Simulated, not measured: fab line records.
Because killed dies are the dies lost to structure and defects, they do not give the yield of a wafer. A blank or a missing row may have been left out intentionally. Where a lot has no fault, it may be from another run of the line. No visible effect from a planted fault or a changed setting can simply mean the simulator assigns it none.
fab line records	flow nandHarc
[record] lots = 14	wafers = 42	lastDay = 34
route steps=1302 shown A_SLIT@935 A_WL_FILL@968
lots untouched by any fault: they come from a run of this same line in which no faults occurred
startH: hours from the record's first day to the start of the lot's first wafer shown	waitH: hours from the lot's prior step to this one	" repeats the value in the row above	L1.1+2: a row that stands for several wafers	- no value present, or no start provided	* or withheld: withheld	< > ~ a bound
route shown NAME@n: a module of which the file shows steps, and the number in the route of the first	usual: mean and standard deviation over wafers with no fault	same: alike in all rows	chamber/n: place in a boat	sites: readings site by site	_std_site: the standard deviation of these	_edge_site: inner sites' mean taken away from outer sites' mean	radiusMm: for every site, how far away it sits from the centre of the wafer	mask NAME#n: copy n	behind: tool/chamber where the wafer was last shaped	hold: why the lot went on hold/how many hours it stayed there/how the hold came to an end	device: the transistor (n, p or np) that didn't switch	end of line: the same wafers' tests at the end of the route	a step given without rows: its recipe and nothing more	killed: count of dies lost to structure and defects at first sort (not the wafer's yield)	map: a wafer's dies, x killed, . not, _ none there
set.NAME: the setting as run; set.NAME@STEP: as run at that earlier step	model.NAME: the simulator's own value behind a step, which no gauge read
steps of the route over a sample of lots; a table a step, a row a wafer
services: the hour from which a tool's chamber was out of use, counted from the record's first day as startH (under 0 if before that day), plus the number of hours and why
[[steps]]
[step NHARC_A_SLIT_INSPECT_11]
[usual] rawDefectCount = 51/25
lot.wafer	tool	chamber	startH	waitH	rawDefectCount
L917.3	defectInspect-01	-	463.37	0.0	63
L917.4	"	-	"	"	86
L917.6	"	-	"	"	77
L918.1	defectInspect-02	-	464.63	0.0	58
L918.2	"	-	"	"	61
L918.6	"	-	"	"	77
L919.2	defectInspect-02	-	476.74	0.0	28
L919.3	"	-	"	"	15
L919.4	"	-	"	"	18
L922.1	defectInspect-01	-	518.16	0.0	70
L922.2	"	-	"	"	82
L922.5	"	-	"	"	74
L923.1	defectInspect-02	-	535.12	0.0	85
L923.4	"	-	"	"	94
L923.5	"	-	"	"	77
L925.1	defectInspect-01	-	569.11	0.0	13
L925.3	"	-	"	"	20
L925.6	"	-	"	"	8
L929.1	defectInspect-02	-	569.31	0.0	59
L929.5	"	-	"	"	39
L929.6	"	-	"	"	50
L932.2	defectInspect-01	-	588.21	0.0	47
L932.3	"	-	"	"	55
L932.5	"	-	"	"	53
L931.3	defectInspect-01	-	589.00	0.0	52
L931.4	"	-	"	"	63
L931.5	"	-	"	"	65
L933.1	defectInspect-01	-	624.07	0.0	31
L933.4	"	-	"	"	23
L933.6	"	-	"	"	21
L934.1	defectInspect-02	-	635.99	0.0	28
L934.3	"	-	"	"	14
L934.4	"	-	"	"	18
L935.1	defectInspect-02	-	647.24	0.0	70
L935.3	"	-	"	"	65
L935.4	"	-	"	"	57
L937.1	defectInspect-01	-	657.82	0.0	14
L937.2	"	-	"	"	10
L937.3	"	-	"	"	17
L939.2	defectInspect-01	-	693.83	0.0	36
L939.3	"	-	"	"	48
L939.4	"	-	"	"	40
[step NHARC_A_SLIT_ETCH_17]
[recipe] biasV = 900	sourceW = withheld	pressureMtorr = 20	arFlowSccm = 375	c4f8FlowSccm = 83.3	o2FlowSccm = 41.7	timeS = 4254.5	targetDepthA = 2.03e+05	chemistry = C4F8/O2/Ar
[usual] drypumpMotorCurrentA = 6.0/0.35	heBacksideLeakSccm = 5.8/0.71	showerheadPlenumPTorr = 3.72/0.19	throttleValvePct = 32.046/0.009
lot.wafer	tool	chamber	startH	waitH	drypumpMotorCurrentA	heBacksideLeakSccm	rfHoursCounterH	showerheadPlenumPTorr	throttleValvePct
L917.3	harEtch-01	0	465.89	-	6.2	6.2	-	3.46	32.044
L917.4	"	1	"	"	5.5	6.1	-	3.65	32.048
L917.6	"	0	"	"	6.2	6.1	-	3.46	32.046
L918.1	harEtch-01	0	468.51	-	6.2	6.4	264	3.46	32.052
L918.2	"	1	"	"	5.4	6.5	264	3.64	32.044
L918.6	"	0	470.90	-	6.2	6.2	-	3.46	32.055
L919.2	harEtch-02	0	478.66	-	6.3	5.2	51	3.91	32.042
L919.4	"	1	"	"	5.9	5.0	-	3.91	32.039
L919.3	"	0	"	"	6.3	5.4	-	3.91	32.027
L922.2	harEtch-02	0	519.48	-	6.4	5.3	70	3.90	32.045
L922.1	"	1	"	"	5.8	4.4	70	3.90	32.042
L922.5	"	0	521.93	-	6.3	5.4	-	3.90	32.047
L923.1	harEtch-01	1	538.12	-	5.4	6.3	302	3.62	32.049
L923.4	"	0	"	"	6.2	6.3	-	3.44	32.031
L923.5	"	0	539.93	-	6.2	6.4	-	3.44	32.051
L929.1	harEtch-01	0	571.08	-	6.2	6.7	321	3.43	32.050
L929.5	"	0	573.46	-	6.2	6.5	-	3.43	32.033
L929.6	"	1	"	"	5.4	6.5	-	3.61	32.045
L925.1	harEtch-02	0	571.13	-	6.3	5.5	96	3.88	32.054
L925.3	"	1	"	"	5.8	5.3	-	3.89	32.044
L925.6	"	1	572.92	-	5.8	5.2	-	3.89	32.043
L932.2	harEtch-01	0	591.82	-	6.2	6.7	340	3.42	32.046
L932.3	"	0	593.03	-	6.2	6.8	-	3.42	32.038
L932.5	"	1	594.85	-	5.4	6.9	-	3.60	32.054
L931.4	harEtch-02	1	596.10	-	5.8	4.9	-	3.87	32.050
L931.3	"	0	"	"	6.4	5.5	-	3.87	32.033
L931.5	"	1	"	"	5.8	4.9	-	3.87	32.058
L933.1	harEtch-02	0	625.38	-	6.3	6.9	131	3.86	32.041
L933.4	"	0	626.57	-	6.4	5.4	-	3.86	32.049
L933.6	"	0	627.76	-	6.3	5.6	-	3.86	32.032
L934.1	harEtch-02	1	637.30	-	5.8	5.2	134	3.86	32.043
L934.3	"	1	638.50	-	5.8	5.2	-	3.86	32.051
L934.4	"	0	"	"	6.4	5.4	-	3.86	32.046
L935.1	harEtch-02	0	649.37	-	6.3	5.6	146	3.85	32.046
L935.4	"	0	650.57	-	6.3	5.9	-	3.85	32.053
L935.3	"	1	"	"	5.9	4.9	-	3.86	32.036
L937.2	harEtch-02	1	659.68	-	5.8	5.0	153	3.85	32.033
L937.1	"	0	"	"	6.4	5.6	153	3.85	32.042
L937.3	"	1	"	"	5.8	5.1	-	3.85	32.038
L939.2	harEtch-02	1	697.27	-	5.8	5.6	173	3.84	32.053
L939.4	"	1	698.46	-	5.8	5.4	-	3.84	32.038
L939.3	"	0	"	"	6.3	5.7	-	3.84	32.019
[step NHARC_A_WL_FILL_ETCHBACK_17]
[recipe] targetDepthA = 40	timeS = 26.7	chemistry = Cl2/BCl3
[usual] drypumpMotorCurrentA = 5.75/0.14	heBacksideLeakSccm = 3.3/0.36	oesProductAu = 0.998/0.012	runLengthS = 48.0/0.48
lot.wafer	tool	chamber	startH	waitH	drypumpMotorCurrentA	heBacksideLeakSccm	oesProductAu	rfHoursCounterH	runLengthS
L918.1	rieMetal-01	0	495.18	-	5.88	3.3	0.980	1.9	47.8
L918.2	"	1	"	"	5.95	3.3	0.994	1.9	47.9
L918.6	"	1	"	"	5.96	3.3	0.999	-	47.6
L917.3	rieMetal-02	1	498.32	-	5.81	3.4	0.991	-	47.3
L917.4	"	0	"	"	5.71	3.6	1.010	-	49.0
L917.6	"	1	"	"	5.82	3.3	0.999	-	47.3
L919.2	rieMetal-03	1	507.24	-	5.62	3.5	1.008	2.6	47.6
L919.3	"	0	"	"	5.61	3.2	0.986	-	48.7
L919.4	"	1	"	"	5.63	3.4	1.008	-	47.4
L922.2	rieMetal-01	0	544.55	-	5.90	3.2	0.972	2.4	47.6
L922.1	"	1	"	"	5.92	6.0	1.006	2.4	47.7
L922.5	"	0	"	"	5.89	3.2	0.973	-	39.8
L923.1	rieMetal-01	1	560.24	-	5.96	3.1	0.992	2.5	47.6
L923.4	"	1	"	"	5.95	3.2	1.011	-	39.5
L923.5	"	1	"	"	5.96	3.2	0.993	-	39.2
L929.1	rieMetal-03	1	593.60	-	5.62	3.3	1.000	1.3	47.7
L929.5	"	0	"	"	5.59	3.2	1.002	-	48.1
L929.6	"	1	"	"	5.65	3.4	1.003	-	48.1
L925.1	rieMetal-02	0	593.61	-	5.70	3.3	1.010	2.4	48.9
L925.3	"	0	"	"	5.71	3.4	1.009	-	48.9
L925.6	"	0	"	"	5.69	3.4	1.012	-	48.9
L932.2	rieMetal-03	0	614.60	-	5.60	3.0	0.988	1.8	48.5
L932.3	"	0	"	"	5.60	3.0	0.991	-	48.2
L932.5	"	1	"	"	5.67	3.3	0.997	-	47.5
L931.4	rieMetal-01	1	618.16	-	5.97	3.3	1.003	-	48.4
L931.3	"	0	"	"	5.90	3.3	0.984	-	48.1
L931.5	"	1	"	"	5.97	3.3	1.005	-	47.8
L933.1	rieMetal-03	0	649.02	-	5.60	3.0	0.996	2.1	48.2
L933.4	"	1	"	"	5.64	3.4	0.994	-	47.6
L933.6	"	1	"	"	5.64	3.4	0.998	-	47.5
L934.1	rieMetal-02	1	660.91	-	5.81	3.3	1.011	0.2	47.2
L934.3	"	1	"	"	5.81	3.4	1.030	-	47.3
L934.4	"	0	"	"	5.70	3.3	1.017	-	48.6
L935.1	rieMetal-01	1	674.40	-	5.93	3.3	0.993	1.7	47.7
L935.3	"	1	"	"	5.94	3.4	0.999	-	47.9
L935.4	"	0	"	"	5.92	3.2	0.991	-	48.1
L937.2	rieMetal-03	0	685.61	0.1	5.60	3.2	0.998	2.9	48.3
L937.1	"	1	"	"	5.63	3.3	0.994	2.9	47.7
L937.3	"	0	"	"	5.61	3.2	0.985	-	48.8
L939.2	rieMetal-03	1	723.34	-	5.66	3.4	0.997	0.2	48.0
L939.4	"	1	"	"	5.64	3.5	0.991	-	47.8
L939.3	"	0	"	"	5.59	3.2	0.990	-	48.5
[step NHARC_A_WL_FILL_CVD_20]
[recipe] targetThkA = 1000	tempC = 400	pressureTorr = 40	wf6FlowSccm = 40	h2FlowSccm = 1600	arFlowSccm = 1560	timeS = 74	material = W
[usual] heaterPowerW = 834/92	mfcWf6Sccm = 40.00/0.14	susceptorTempC = 400.01/0.21	throttleValvePct = 7.8/0.39
lot.wafer	tool	chamber	startH	waitH	heaterPowerW	mfcWf6Sccm	susceptorTempC	throttleValvePct
L918.2	cvdW-01	1	-	-	745	39.75	400.30	8.4
L918.1	"	0	"	"	922	39.98	400.30	7.5
L918.6	"	0	"	"	945	40.13	400.22	7.5
L917.4	cvdW-02	0	-	-	812	39.68	400.24	8.2
L917.3	"	1	"	"	826	40.40	399.85	7.7
L917.6	"	1	"	"	830	40.33	399.96	7.7
L919.2	cvdW-02	1	-	-	828	40.02	400.08	7.5
L919.3	"	0	"	"	799	39.87	399.46	7.9
L919.4	"	1	"	"	821	40.17	399.99	7.8
L922.2	cvdW-02	1	-	-	822	39.97	400.25	7.4
L922.1	"	0	"	"	781	40.13	399.88	8.1
L922.5	"	0	"	"	794	39.89	399.75	7.8
L923.1	cvdW-02	0	-	-	795	40.04	-	8.2
L923.4	"	0	"	"	803	39.97	-	7.9
L923.5	"	0	"	"	791	40.03	-	8.3
L925.1	cvdW-02	0	-	-	793	39.96	-	8.1
L925.3	"	1	"	"	817	39.99	-	7.7
L925.6	"	0	"	"	815	40.13	-	8.1
L929.1	cvdW-01	1	-	-	745	40.15	399.89	8.0
L929.6	"	0	"	"	982	39.95	400.00	7.2
L929.5	"	1	"	"	728	40.07	399.89	8.2
L932.2	cvdW-01	0	-	-	1005	39.95	-	7.1
L932.3	"	0	"	"	983	40.13	-	7.2
L932.5	"	1	"	"	740	40.07	-	8.2
L931.3	cvdW-01	0	-	-	1006	40.12	399.52	7.4
L931.4	"	1	"	"	747	40.06	400.19	8.1
L931.5	"	0	"	"	981	40.09	400.24	7.5
L933.1	cvdW-01	1	-	-	740	39.92	400.03	8.2
L933.4	"	1	"	"	758	39.89	400.35	8.1
L933.6	"	1	"	"	747	40.17	400.11	8.1
L934.1	cvdW-01	1	-	-	736	39.86	-	8.1
L934.4	"	0	"	"	988	40.08	-	7.0
L934.3	"	1	"	"	752	39.75	-	8.1
L935.1	cvdW-01	1	-	-	754	40.01	399.95	8.2
L935.4	"	1	"	"	756	40.15	399.89	8.4
L935.3	"	0	"	"	1037	40.06	399.90	7.1
L937.2	cvdW-01	1	-	-	751	39.85	399.91	8.3
L937.1	"	0	"	"	1033	40.16	399.88	7.2
L937.3	"	0	"	"	1017	40.11	399.82	7.3
L939.2	cvdW-02	1	-	-	804	40.03	399.99	7.7
L939.4	"	1	"	"	820	39.88	399.78	7.9
L939.3	"	0	"	"	729	39.98	399.96	7.6
[[services]]
tool	chamber	startH	hours	kind
rieMetal-03	1	449.19	22.3	repair
cvdW-02	-	450.00	13.0	pm
rieMetal-02	-	454.00	9.0	pm
rieMetal-03	-	457.75	0.2	repair
rieMetal-03	0	458.27	1.6	repair
harEtch-02	-	491.79	0.5	repair
cvdW-02	0	494.41	2.5	repair
rieMetal-03	1	515.24	8.7	repair
cvdW-01	-	518.10	2.1	repair
rieMetal-03	-	519.00	9.0	pm
cvdW-01	-	547.03	13.0	pm
cvdW-01	0	547.03	13.9	ventCycle
cvdW-01	1	547.03	13.9	ventCycle
rieMetal-01	0	559.24	16.4	repair
cvdW-02	-	569.76	1.8	repair
rieMetal-01	-	575.00	9.0	pm
cvdW-02	-	631.00	13.0	pm
rieMetal-02	-	631.00	9.0	pm
rieMetal-01	-	645.56	0.4	repair
cvdW-01	-	648.79	1.0	repair
cvdW-02	-	654.81	1.2	repair
rieMetal-03	-	696.00	9.0	pm
cvdW-01	-	728.03	13.0	pm
cvdW-01	0	728.03	13.0	ventCycle
[[key]]
[firstSign] step = NHARC_A_WL_FILL_ETCHBACK_17	reading = runLengthS	direction = down	sigmas = 18	usual = *	struck = *
effect none on later readings
metAt NHARC_A_WL_FILL_ETCHBACK_17
struckLots L922,L923
struckWafers L922.5,L923.4,L923.5
laterRowsLeftOut L922.5,L923.4,L923.5
sortLeftOut L922.5,L923.4,L923.5
testerLeftOut L922,L923
notActingAt NHARC_A_SLIT_INSPECT_11,NHARC_A_SLIT_ETCH_17,NHARC_A_WL_FILL_CVD_20
onsetBetween 495.18 544.55
[fault] kind = processParameterDrift	tool = rieMetal-01	chamber = -	onsetH = 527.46	steps = NHARC_A_WL_FILL_ETCHBACK_17	channel = timeS	offset = *	shape = step	endH = 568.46	scope = struckWafersOnly	actsIn = *	stated = *
// testerLeftOut: of these lots the tester's yield and bins aren't shown, on N5 and GAA mostly nor the transistor test; their killed dies are dies lost to structure and defects alone, not to doping, threshold or leakage, so they don't give the yield
// sortLeftOut: the simulated sort isn't trusted on such a fault, so these wafers' sort isn't shown, and their yield isn't known
// laterRowsLeftOut: the simulator's readings of these wafers behind a module that went badly wrong aren't trusted and aren't shown, but for the sort
